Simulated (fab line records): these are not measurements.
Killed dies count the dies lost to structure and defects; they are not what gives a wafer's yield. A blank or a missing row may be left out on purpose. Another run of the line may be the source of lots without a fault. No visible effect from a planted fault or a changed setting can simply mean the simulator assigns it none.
fab line records	flow nandHarc
record: lots: 7	wafers: 21	lastDay: 33
route steps=1302 shown P_CONTACT@217
lots untouched by any fault: they come from a run of this same line in which no faults occurred
startH: the number of hours between the record's first day and the start of the first shown wafer of the lot	waitH: time in hours since the lot's previous step	" as in the row above	L1.1+2: a single row standing in for several wafers	- no value present, or no start provided	* or withheld: withheld	< > ~ a bound
route shown NAME@n: names a module that has steps shown in the file, with the first one's number in the route	usual: mean/standard deviation taken from wafers without a fault	same: alike in all rows	chamber/n: place in a boat	sites: each site's reading	_std_site: their standard deviation	_edge_site: outer sites' mean less inner sites'	radiusMm: how far each site lies from the wafer's centre	mask NAME#n: copy n	behind: the tool/chamber that last shaped the wafer	hold: the reason the lot was held/the length of the hold in hours/how it ended	device: the transistor (n, p or np) that didn't switch	end of line: the same wafers' tests at the end of the route	a step given without rows: its recipe and nothing more	killed: not the wafer's yield, but the dies lost to structure and defects at the first sort	map: per-die view of a wafer (x killed, . not killed, _ where there is no die)
set.NAME: setting as actually run; set.NAME@STEP: the setting as run at that earlier step	model.NAME: the simulator's own value behind a step, which no gauge read
lots at some steps of the route; a table a step, a row a wafer
services: when a tool's chamber went out of use (startH, in hours from the record's first day, below 0 if earlier), for how many hours, and the reason
== steps ==
step: NHARC_P_CONTACT_DEP_30
recipe: targetThkA: 300	tempC: 400	targetThkNm: 30	flowSccm: 200	rfW: 450	material: SiNx
step: NHARC_P_CONTACT_DEP_00
recipe: targetThkA: 5000	tempC: 400	pressureTorr: 6.5	rfW: 900	teosFlowSccm: 161.4	flowSccm: 2650	targetThkNm: 500	gas: O2	material: SiO2
usual: heaterPowerW: 564/84	rfFwdPowerW: 898.1/2.8	throttleValvePct: 16.6/0.64
lot.wafer	tool	chamber	startH	waitH	heaterPowerW	rfFwdPowerW	throttleValvePct
L277.2	pecvd-02	1	-	-	600	903.6	15.9
L277.5	"	1	"	"	456	902.7	15.7
L277.6	"	2	"	"	510	901.7	17.3
L286.1	pecvd-04	0	-	-	654	904.2	16.0
L286.2	"	1	"	"	492	898.2	16.4
L286.4	"	0	"	"	687	901.3	15.5
L292.3	pecvd-03	1	-	-	498	898.8	17.1
L292.5	"	1	"	"	507	900.1	17.3
L292.4	"	2	"	"	582	902.4	17.0
L294.2	pecvd-02	2	-	-	547	897.5	17.5
L294.5	"	2	"	"	558	899.0	17.3
L294.6	"	1	"	"	539	897.5	16.0
L295.2	pecvd-02	1	-	-	544	899.2	15.9
L295.3	"	2	"	"	567	895.9	17.3
L295.5	"	1	"	"	573	896.5	16.2
L296.1	pecvd-03	2	-	-	554	894.7	17.3
L296.3	"	0	"	"	601	901.6	16.7
L296.5	"	1	"	"	457	898.8	17.2
L300.3	pecvd-04	0	-	-	588	897.2	14.9
L300.2	"	1	"	"	481	896.2	16.2
L300.6	"	1	"	"	486	897.5	16.4
step: NHARC_P_CONTACT_CMP_01
recipe: targetThkNm: 200	material: SiO2
usual: motorCurrentA: 11.4/0.85
lot.wafer	tool	chamber	startH	waitH	motorCurrentA
L277.2	cmp-03	0	117.07	-	12.7
L277.5	"	2	"	"	11.9
L277.6	"	3	"	"	11.9
L286.4	cmp-01	0	208.69	-	11.8
L286.2	"	1	"	"	10.4
L286.1	"	3	"	"	10.1
L292.4	cmp-03	1	265.41	-	12.3
L292.3	"	0	"	"	12.9
L292.5	"	1	"	"	11.6
L294.2	cmp-03	2	290.95	-	12.6
L294.6	"	3	"	"	11.8
L294.5	"	0	"	"	12.5
L295.2	cmp-03	0	300.25	-	11.8
L295.3	"	1	"	"	12.6
L295.5	"	1	"	"	11.8
L296.1	cmp-03	2	317.89	-	11.0
L296.3	"	1	"	"	12.1
L296.5	"	2	"	"	12.2
L300.2	cmp-04	1	356.29	-	11.2
L300.3	"	0	"	"	12.9
L300.6	"	1	"	"	11.1
step: NHARC_P_CONTACT_SRD_03
step: NHARC_P_CONTACT_DEHYDRATE_04
recipe: tempC: 150	timeS: 120
step: NHARC_P_CONTACT_HMDS_05
recipe: timeS: 30
step: NHARC_P_CONTACT_COAT_33
recipe: tempC: 260	timeS: 75
step: NHARC_P_CONTACT_COAT_34
recipe: tempC: 225	timeS: 65
step: NHARC_P_CONTACT_COAT_06
recipe: spinRpm: 1500	resistThkNm: 90
step: NHARC_P_CONTACT_SOFTBAKE_07
recipe: tempC: 105	timeS: 55
step: NHARC_P_CONTACT_EBR_08
step: NHARC_P_CONTACT_EXPOSE_09
recipe: na: 1.35	targetCdNm: 90	doseMj: 81.26	maskId: P_CA
usual: exposureDoseMJCm2: 81.22/0.08	reticleTempC: 23.02/0.097
lot.wafer	tool	chamber	startH	waitH	mask	exposureDoseMJCm2	reticleTempC
L277.2	arfiScanner-03	0	117.72	-	P_CA#0	81.22	23.04
L277.5	"	0	"	"	P_CA#0	81.25	23.11
L277.6	"	0	"	"	P_CA#0	81.16	23.04
L286.1	arfiScanner-01	0	209.38	-	P_CA#0	81.39	23.06
L286.2	"	0	"	"	P_CA#0	81.28	23.12
L286.4	"	0	"	"	P_CA#0	81.31	23.06
L292.3	arfiScanner-01	0	266.10	-	P_CA#0	118.53	23.11
L292.4	"	0	"	"	P_CA#0	118.44	22.98
L292.5	"	0	"	"	P_CA#0	118.47	23.14
L294.2	arfiScanner-01	0	291.56	-	P_CA#0	111.12	23.12
L294.5	"	0	"	"	P_CA#0	111.03	23.14
L294.6	"	0	"	"	P_CA#0	111.17	22.97
L295.2	arfiScanner-01	0	300.81	-	P_CA#0	110.35	22.97
L295.3	"	0	"	"	P_CA#0	110.48	23.13
L295.5	"	0	"	"	P_CA#0	110.41	23.01
L296.1	arfiScanner-03	0	318.58	-	P_CA#0	81.39	22.89
L296.3	"	0	"	"	P_CA#0	81.29	22.94
L296.5	"	0	"	"	P_CA#0	81.27	23.05
L300.2	arfiScanner-03	0	356.98	-	P_CA#0	81.21	23.03
L300.3	"	0	"	"	P_CA#0	81.10	23.01
L300.6	"	0	"	"	P_CA#0	81.24	22.99
step: NHARC_P_CONTACT_PEB_10
recipe: pebTempC: 100	pebTimeS: 65
step: NHARC_P_CONTACT_DEVELOP_11
recipe: developTimeS: 35	devTempC: 23
step: NHARC_P_CONTACT_CD_MEAS_12
recipe: targetCdNm: 90	landingEnergyEv: 500
usual: cdNm: 90.4/0.7
same: landingEnergyEv: 500
lot.wafer	tool	chamber	startH	waitH	cdNm
L277.2	cdSem-03	0	117.85	-	88.9
L277.5	"	0	"	"	90.2
L277.6	"	0	"	"	89.8
L286.1	cdSem-02	0	209.51	-	89.3
L286.2	"	0	"	"	90.5
L286.4	"	0	"	"	90.3
L292.3	cdSem-03	0	266.24	-	114.6
L292.4	"	0	"	"	115.0
L292.5	"	0	"	"	113.9
L294.2	cdSem-03	0	291.70	-	109.9
L294.5	"	0	"	"	108.4
L294.6	"	0	"	"	109.1
L295.2	cdSem-02	0	300.95	-	109.2
L295.3	"	0	"	"	108.8
L295.5	"	0	"	"	109.0
L296.1	cdSem-02	0	318.72	-	91.0
L296.3	"	0	"	"	90.5
L296.5	"	0	"	"	90.5
L300.2	cdSem-02	0	357.12	-	89.9
L300.3	"	0	"	"	89.4
L300.6	"	0	"	"	89.6
step: NHARC_P_CONTACT_OVL_MEAS_13
usual: overlayXNm: -0.3/0.67	overlayYNm: 0.1/0.75
lot.wafer	tool	chamber	startH	waitH	overlayXNm	overlayYNm
L277.2	overlay-01	-	117.94	-	-0.4	-0.8
L277.5	"	-	"	"	-0.1	-1.0
L277.6	"	-	"	"	-0.7	-0.3
L286.1	overlay-01	-	209.60	-	0.8	1.2
L286.2	"	-	"	"	0.4	1.0
L286.4	"	-	"	"	0.4	0.7
L292.3	overlay-02	-	266.32	-	0.8	0.2
L292.4	"	-	"	"	-0.1	-0.1
L292.5	"	-	"	"	-0.3	0.0
L294.2	overlay-01	-	291.79	-	0.4	1.0
L294.5	"	-	"	"	0.6	0.8
L294.6	"	-	"	"	0.1	0.6
L295.2	overlay-01	-	301.04	-	-1.6	-1.0
L295.3	"	-	"	"	-1.1	-1.5
L295.5	"	-	"	"	-0.3	-0.8
L296.1	overlay-01	-	318.81	-	-0.3	0.7
L296.3	"	-	"	"	-0.8	0.2
L296.5	"	-	"	"	-0.3	0.1
L300.2	overlay-02	-	357.21	-	-1.1	1.0
L300.3	"	-	"	"	-1.3	0.1
L300.6	"	-	"	"	-0.8	0.4
step: NHARC_P_CONTACT_INSPECT_14
usual: rawDefectCount: 3.8/2.1
lot.wafer	tool	chamber	startH	waitH	rawDefectCount
L277.2	defectInspect-01	-	117.98	0.0	3
L277.5	"	-	"	"	2
L277.6	"	-	"	"	2
L286.1	defectInspect-02	-	209.64	0.0	4
L286.2	"	-	"	"	3
L286.4	"	-	"	"	7
L292.3	defectInspect-01	-	266.36	0.0	5
L292.4	"	-	"	"	3
L292.5	"	-	"	"	4
L294.2	defectInspect-02	-	291.82	0.0	4
L294.5	"	-	"	"	5
L294.6	"	-	"	"	2
L295.2	defectInspect-01	-	301.07	0.0	5
L295.3	"	-	"	"	8
L295.5	"	-	"	"	3
L296.1	defectInspect-01	-	318.84	0.0	7
L296.3	"	-	"	"	4
L296.5	"	-	"	"	4
L300.2	defectInspect-02	-	357.24	0.0	1
L300.3	"	-	"	"	3
L300.6	"	-	"	"	3
step: NHARC_P_CONTACT_DESCUM_17
recipe: timeS: 3	o2FlowSccm: 200	arFlowSccm: 0	biasPowerW: 0	chemistry: O2
usual: drypumpMotorCurrentA: 5.8/0.51	oesProductAu: 0.998/0.0097	rfVppV: 57.9/0.93	showerheadPlenumPTorr: 1.95/0.078	throttleValvePct: 11.311/0.0096
lot.wafer	tool	chamber	startH	waitH	drypumpMotorCurrentA	oesProductAu	rfHoursCounterH	rfVppV	showerheadPlenumPTorr	throttleValvePct	model.P_CONTACT.cdNm
L277.2	rieDiel-12	0	118.05	0.1	5.2	0.987	0.3	58.1	1.95	11.317	88.83
L277.5	"	3	"	"	6.7	1.004	-	56.2	1.88	11.317	90.34
L277.6	"	0	"	"	5.2	0.994	-	58.0	1.95	11.326	90.14
L286.2	rieDiel-12	2	209.71	0.1	5.5	0.984	3.5	57.4	1.85	11.315	89.43
L286.4	"	3	"	"	6.7	1.005	3.4	57.9	1.88	11.302	90.36
L286.1	"	0	"	"	5.2	0.998	3.3	58.4	1.95	11.317	88.83
L292.3	rieDiel-10	3	266.43	0.1	6.1	0.991	0.8	56.9	1.83	11.320	114.5
L292.5	"	3	"	"	6.1	0.987	-	57.8	1.83	11.314	113.7
L292.4	"	0	"	"	6.2	1.012	-	58.2	2.06	11.311	114.9
L294.2	rieDiel-12	2	291.88	0.1	5.4	0.990	0.3	55.8	1.85	11.322	109
L294.6	"	3	"	"	6.7	1.008	-	58.1	1.87	11.304	109
L294.5	"	0	"	"	5.2	1.009	-	57.6	1.95	11.299	108.4
L295.2	rieDiel-04	0	301.14	0.1	6.2	1.005	2.9	59.3	2.06	11.332	109.4
L295.3	"	1	"	"	5.3	0.993	3.0	58.2	1.95	11.311	108.4
L295.5	"	3	"	"	5.4	1.016	-	58.8	2.05	11.300	109.2
L296.3	rieDiel-04	1	318.90	0.1	5.2	0.986	3.7	57.9	1.95	11.305	89.39
L296.1	"	0	"	"	6.2	1.005	3.6	57.5	2.06	11.308	90.79
L296.5	"	2	"	"	5.8	0.998	-	58.7	2.00	11.296	90.46
L300.2	rieDiel-10	3	357.32	0.1	6.1	0.992	5.3	58.0	1.83	11.310	88.82
L300.3	"	0	"	"	6.1	1.005	5.5	58.7	2.06	11.311	89.43
L300.6	"	2	"	"	5.6	0.996	-	57.3	1.89	11.325	89.35
step: NHARC_P_CONTACT_ETCH_35
recipe: targetDepthA: 390	overEtchFrac: 0.3	timeS: 65	ionEnergyEv: 80	cf4FlowSccm: 150	arFlowSccm: 0	rfW: 300	biasW: 100	chemistry: CF4
usual: cf4FlowSccm: 149.9/0.41	drypumpMotorCurrentA: 5.8/0.51	oesProductAu: 0.999/0.011	rfFwdPowerW: 297.2/1.1	rfVppV: 151.6/1.2	showerheadPlenumPTorr: 1.79/0.067	throttleValvePct: 13.284/0.0093
lot.wafer	tool	chamber	startH	waitH	cf4FlowSccm	drypumpMotorCurrentA	oesProductAu	rfFwdPowerW	rfHoursCounterH	rfVppV	showerheadPlenumPTorr	throttleValvePct
L277.2	rieDiel-12	0	118.12	0.1	149.9	5.2	0.987	297.2	0.3	152.3	1.80	13.285
L277.5	"	0	"	"	149.6	5.2	1.007	297.4	-	151.0	1.80	13.288
L277.6	"	1	"	"	149.8	6.0	0.997	296.9	-	150.2	1.82	13.287
L286.2	rieDiel-12	2	209.78	0.1	150.1	5.5	0.996	294.2	3.5	149.3	1.71	13.284
L286.1	"	0	"	"	149.9	5.2	0.994	297.3	3.4	151.2	1.80	13.279
L286.4	"	1	"	"	149.6	6.0	1.005	296.2	3.5	152.4	1.82	13.275
L292.3	rieDiel-10	3	266.53	0.1	149.6	6.1	0.993	295.2	0.8	151.6	1.70	13.287
L292.4	"	2	"	"	150.6	5.6	1.006	297.8	-	152.1	1.75	13.291
L292.5	"	3	"	"	149.4	6.1	1.005	293.4	-	150.6	1.70	13.302
L294.2	rieDiel-12	0	291.99	0.1	149.9	5.2	1.014	298.0	0.4	152.8	1.80	13.285
L294.5	"	0	"	"	150.1	5.2	1.000	297.9	-	150.4	1.80	13.286
L294.6	"	2	"	"	149.6	5.5	0.985	297.9	-	149.7	1.71	13.279
L295.3	rieDiel-04	1	301.23	0.1	149.5	5.3	0.993	296.4	3.1	152.3	1.80	13.292
L295.2	"	2	"	"	149.7	5.8	1.012	297.0	1.9	153.0	1.85	13.276
L295.5	"	1	"	"	150.4	5.3	0.999	298.2	-	151.9	1.80	13.297
L296.1	rieDiel-04	3	319.00	0.1	149.8	5.4	1.001	297.5	3.2	153.1	1.89	13.297
L296.3	"	1	"	"	149.8	5.3	0.990	297.0	3.7	151.4	1.80	13.279
L296.5	"	2	"	"	150.3	5.8	1.009	296.9	-	152.7	1.85	13.277
L300.2	rieDiel-10	0	357.40	0.1	150.6	6.2	1.003	295.3	5.5	152.8	1.89	13.275
L300.3	"	1	"	"	150.7	5.0	0.996	297.5	4.3	151.8	1.86	13.284
L300.6	"	2	"	"	150.6	5.6	0.999	296.0	-	151.6	1.75	13.283
step: NHARC_P_CONTACT_ETCH_36
recipe: targetDepthA: 2600	overEtchFrac: 0.25	timeS: 406.25	ionEnergyEv: 200	n2FlowSccm: 150	h2FlowSccm: 150	arFlowSccm: 0	rfW: 400	biasW: 150	chemistry: N2/H2
usual: drypumpMotorCurrentA: 5.8/0.51	n2FlowSccm: 149.9/0.4	oesProductAu: 0.999/0.0097	rfFwdPowerW: 399.5/1.1	rfVppV: 431.4/2.5	showerheadPlenumPTorr: 2.07/0.084	throttleValvePct: 14.171/0.0087
lot.wafer	tool	chamber	startH	waitH	drypumpMotorCurrentA	n2FlowSccm	oesProductAu	rfFwdPowerW	rfHoursCounterH	rfVppV	showerheadPlenumPTorr	throttleValvePct
L277.2	rieDiel-12	3	-	-	6.7	149.4	0.997	399.7	0.3	429.4	2.00	14.160
L277.5	"	1	"	"	6.0	149.7	0.998	401.2	-	432.1	2.11	14.166
L277.6	"	2	"	"	5.5	149.3	0.977	399.1	-	428.4	1.97	14.179
L286.1	rieDiel-12	3	-	-	6.7	149.0	1.008	398.9	3.5	429.1	2.00	14.166
L286.2	"	0	"	"	5.3	149.8	1.005	399.8	3.4	431.8	2.08	14.175
L286.4	"	1	"	"	6.0	149.3	1.001	401.2	3.5	433.2	2.11	14.185
L292.3	rieDiel-10	2	-	-	5.6	150.1	1.005	399.4	0.6	429.9	2.01	14.163
L292.4	"	3	"	"	6.1	149.9	0.997	398.1	-	428.3	1.95	14.162
L292.5	"	2	"	"	5.6	149.6	0.995	398.1	-	430.2	2.01	14.180
L294.2	rieDiel-12	0	-	-	5.2	149.5	1.012	398.7	0.5	432.6	2.08	14.174
L294.5	"	2	"	"	5.5	149.6	0.985	398.5	-	427.6	1.97	14.179
L294.6	"	3	"	"	6.7	149.6	1.008	399.8	-	429.4	2.00	14.170
L295.2	rieDiel-04	0	-	-	6.2	150.1	1.011	399.4	3.0	435.5	2.20	14.165
L295.3	"	1	"	"	5.2	149.3	0.990	401.1	3.1	432.5	2.08	14.156
L295.5	"	3	"	"	5.4	149.3	1.006	398.9	-	434.9	2.19	14.171
L296.3	rieDiel-04	1	-	-	5.3	150.2	0.978	400.3	3.7	433.3	2.08	14.174
L296.1	"	2	"	"	5.8	150.2	1.018	398.8	2.5	432.6	2.14	14.167
L296.5	"	1	"	"	5.3	149.5	0.990	400.9	-	429.8	2.08	14.180
L300.2	rieDiel-10	2	-	-	5.6	149.6	1.001	399.6	5.4	428.7	2.01	14.177
L300.3	"	3	"	"	6.1	150.3	0.988	397.9	5.4	426.8	1.95	14.162
L300.6	"	1	"	"	5.0	149.7	0.997	402.3	-	433.9	2.15	14.159
step: NHARC_P_CONTACT_ETCH_18
recipe: targetDepthA: 4810	timeS: 240.5	c4f8FlowSccm: 20	o2FlowSccm: 10	arFlowSccm: withheld	rfW: 600	biasW: 1500	chemistry: C4F8/O2/Ar
usual: oesProductAu: 0.963/0.017	rfFwdPowerW: 598.2/1.9	rfVppV: 980/5.2
lot.wafer	tool	chamber	startH	waitH	oesProductAu	rfFwdPowerW	rfHoursCounterH	rfVppV
L277.2	rieDiel-12	1	-	-	0.970	598.9	0.7	981
L277.5	"	2	"	"	0.955	595.9	-	973
L277.6	"	3	"	"	0.968	598.9	-	978
L286.1	rieDiel-12	3	-	-	0.970	600.6	3.7	976
L286.4	"	0	"	"	0.961	596.2	3.6	982
L286.2	"	2	"	"	0.952	595.3	3.7	974
L292.3	rieDiel-10	2	-	-	0.958	595.8	0.8	976
L292.4	"	0	"	"	0.976	596.9	-	987
L292.5	"	2	"	"	0.955	595.0	-	976
L294.2	rieDiel-12	0	-	-	0.968	598.3	0.7	981
L294.5	"	0	"	"	0.966	597.8	-	981
L294.6	"	2	"	"	0.955	597.7	-	972
L295.2	rieDiel-04	0	-	-	0.975	595.6	3.2	988
L295.3	"	3	"	"	0.960	596.9	2.8	988
L295.5	"	1	"	"	0.959	597.2	-	980
L296.3	rieDiel-04	3	-	-	0.990	597.8	3.3	987
L296.1	"	0	"	"	0.978	595.9	3.8	988
L296.5	"	2	"	"	0.980	594.4	-	985
L300.3	rieDiel-10	0	-	-	0.979	600.0	5.7	987
L300.2	"	1	"	"	0.956	597.5	4.5	985
L300.6	"	3	"	"	0.960	595.8	-	973
step: NHARC_P_CONTACT_STRIP_37
recipe: c4f8FlowSccm: withheld	o2FlowSccm: 8	arFlowSccm: withheld	biasW: 0	chemistry: C4F8/O2/Ar
step: NHARC_P_CONTACT_ETCH_31
recipe: targetDepthA: 300	timeS: 85.7	ionEnergyEv: 120	overEtchFrac: 1	ch3fFlowSccm: 50	o2FlowSccm: 30	arFlowSccm: 200	rfW: 500	biasW: 100	chemistry: CH3F/O2
usual: drypumpMotorCurrentA: 5.8/0.52	oesProductAu: 0.979/0.013	rfFwdPowerW: 496.1/1.9	rfVppV: 244.9/1.6	showerheadPlenumPTorr: 2.50/0.098	throttleValvePct: 20.664/0.01
lot.wafer	tool	chamber	startH	waitH	drypumpMotorCurrentA	oesProductAu	rfFwdPowerW	rfHoursCounterH	rfVppV	showerheadPlenumPTorr	throttleValvePct	model.P_CONTACT.cdNm
L277.2	rieDiel-12	3	-	-	6.7	1.004	495.9	0.5	244.8	2.41	20.672	89.8
L277.6	"	2	"	"	5.5	0.983	493.9	-	242.0	2.38	20.674	89.67
L277.5	"	3	"	"	6.7	0.986	497.0	-	242.3	2.41	20.654	90.23
L286.1	rieDiel-12	1	-	-	6.0	0.975	493.5	3.7	247.2	2.54	20.659	89.06
L286.4	"	3	"	"	6.7	0.989	494.6	3.8	244.8	2.41	20.667	91.87
L286.2	"	0	"	"	5.2	0.982	497.4	3.7	245.2	2.51	20.662	90.93
L292.3	rieDiel-10	3	-	-	6.1	0.968	493.8	1.2	244.0	2.36	20.669	114.8
L292.5	"	3	"	"	6.1	0.971	494.0	-	242.3	2.36	20.658	114
L292.4	"	2	"	"	5.6	0.986	496.3	-	243.1	2.43	20.660	114.6
L294.2	rieDiel-12	3	-	-	6.7	0.996	497.2	0.8	243.7	2.41	20.659	108.4
L294.6	"	0	"	"	5.3	0.998	497.9	-	245.3	2.51	20.667	107.4
L294.5	"	2	"	"	5.5	0.965	495.4	-	244.3	2.38	20.672	110.2
L295.2	rieDiel-04	0	-	-	6.2	0.989	496.6	3.3	246.6	2.64	20.671	107.4
L295.3	"	2	"	"	5.8	0.995	495.4	2.1	247.6	2.57	20.660	108.2
L295.5	"	0	"	"	6.2	0.995	498.9	-	246.4	2.64	20.668	109.7
L296.3	rieDiel-04	0	-	-	6.2	0.979	498.5	3.9	246.5	2.64	20.676	90.05
L296.1	"	1	"	"	5.3	0.973	495.1	4.0	243.8	2.50	20.687	92.45
L296.5	"	1	"	"	5.3	0.966	498.9	-	245.5	2.51	20.654	91.66
L300.3	rieDiel-10	1	-	-	5.0	0.986	497.3	4.6	245.2	2.58	20.664	90.11
L300.2	"	0	"	"	6.2	0.989	495.2	5.7	246.8	2.64	20.673	88.86
L300.6	"	1	"	"	5.0	0.981	496.0	-	246.2	2.58	20.670	92.06
step: NHARC_P_CONTACT_CD_MEAS_19
usual: cdNm: 90.5/1.6
lot.wafer	tool	chamber	startH	waitH	cdNm
L277.2	cdSem-01	-	118.91	-	90.0
L277.5	"	-	"	"	90.1
L277.6	"	-	"	"	89.7
L286.1	cdSem-02	-	210.57	-	88.9
L286.2	"	-	"	"	90.8
L286.4	"	-	"	"	92.0
L292.3	cdSem-02	-	267.45	-	114.9
L292.4	"	-	"	"	114.2
L292.5	"	-	"	"	114.0
L294.2	cdSem-02	-	292.91	-	108.4
L294.5	"	-	"	"	110.4
L294.6	"	-	"	"	107.2
L295.2	cdSem-01	-	302.01	-	107.5
L295.3	"	-	"	"	108.3
L295.5	"	-	"	"	109.7
L296.1	cdSem-03	-	319.78	-	92.2
L296.3	"	-	"	"	90.2
L296.5	"	-	"	"	91.6
L300.2	cdSem-03	-	358.18	-	88.6
L300.3	"	-	"	"	90.0
L300.6	"	-	"	"	91.8
== services ==
tool	chamber	startH	hours	kind
rieDiel-10	1	96.19	6.3	repair
cmp-03	-	97.43	6.8	repair
cmp-03	-	108.72	0.9	repair
arfiScanner-01	-	115.63	2.3	repair
rieDiel-10	1	126.67	23.2	repair
cmp-03	-	130.15	1.5	repair
cmp-03	-	162.00	4.0	pm
rieDiel-04	1	168.94	4.7	repair
rieDiel-04	2	176.95	11.7	repair
rieDiel-04	-	177.90	9.0	pm
rieDiel-10	-	242.50	9.0	pm
rieDiel-04	2	243.52	17.9	repair
arfiScanner-01	-	247.92	0.2	repair
cmp-03	-	260.06	4.0	pm
rieDiel-10	1	261.71	13.3	repair
rieDiel-12	2	267.40	1.3	repair
rieDiel-04	2	267.98	3.5	repair
rieDiel-12	-	268.40	9.0	pm
rieDiel-12	1	278.68	3.4	repair
rieDiel-12	1	291.57	20.1	repair
rieDiel-04	3	310.87	1.5	repair
cmp-03	-	349.87	0.7	repair
rieDiel-04	-	354.90	9.0	pm
cmp-03	-	358.06	4.0	pm
== key ==
firstSign: step: NHARC_P_CONTACT_EXPOSE_09	reading: exposureDoseMJCm2	direction: up	sigmas: 99+	usual: 81.22	struck: 113.33
effect: step: NHARC_P_CONTACT_CD_MEAS_12	reading: cdNm	direction: up	sigmas: 29	usual: 90.4	struck: 110.9	through: controlLoop
effect: step: NHARC_P_CONTACT_CD_MEAS_19	reading: cdNm	direction: up	sigmas: 12	usual: 90.5	struck: 110.5	through: controlLoop
modelEffect: step: NHARC_P_CONTACT_DESCUM_17	value: P_CONTACT.cdNm	without: 90.14	struck: 110.7
modelEffect: step: NHARC_P_CONTACT_ETCH_31	value: P_CONTACT.cdNm	without: 89.93	struck: 110.5
metAt NHARC_P_CONTACT_EXPOSE_09
struckWafers L292.3,L292.4,L292.5,L294.2,L294.5,L294.6,L295.2,L295.3,L295.5
laterRowsLeftOut L292.3,L292.4,L292.5,L294.2,L294.5,L294.6,L295.2,L295.3,L295.5
sortLeftOut L292.3,L292.4,L292.5,L294.2,L294.5,L294.6,L295.2,L295.3,L295.5
testerLeftOut L292,L294,L295
loopTrim: step: NHARC_P_CONTACT_EXPOSE_09	setting: dose	lots: L294,L295
onsetBetween 209.38 266.10
fault: kind: processParameterDrift	tool: arfiScanner-01	chamber: -	onsetH: 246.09	steps: NHARC_P_CONTACT_EXPOSE_09	channel: doseMj	offset: 37.328	shape: step	actsIn: theseRecipesOnly	stated: 81.26
testerLeftOut: of these lots the tester's yield and bins aren't shown, on N5 and GAA mostly nor the transistor test; their killed dies are dies lost to structure and defects alone, not to doping, threshold or leakage, so they don't give the yield
sortLeftOut: the simulated sort isn't trusted on such a fault, so these wafers' sort isn't shown, and their yield isn't known
laterRowsLeftOut: the simulator's readings of these wafers behind a module that went badly wrong aren't trusted and aren't shown, but for the sort
loopTrim: a control loop set the setting to another value than it would have without faults
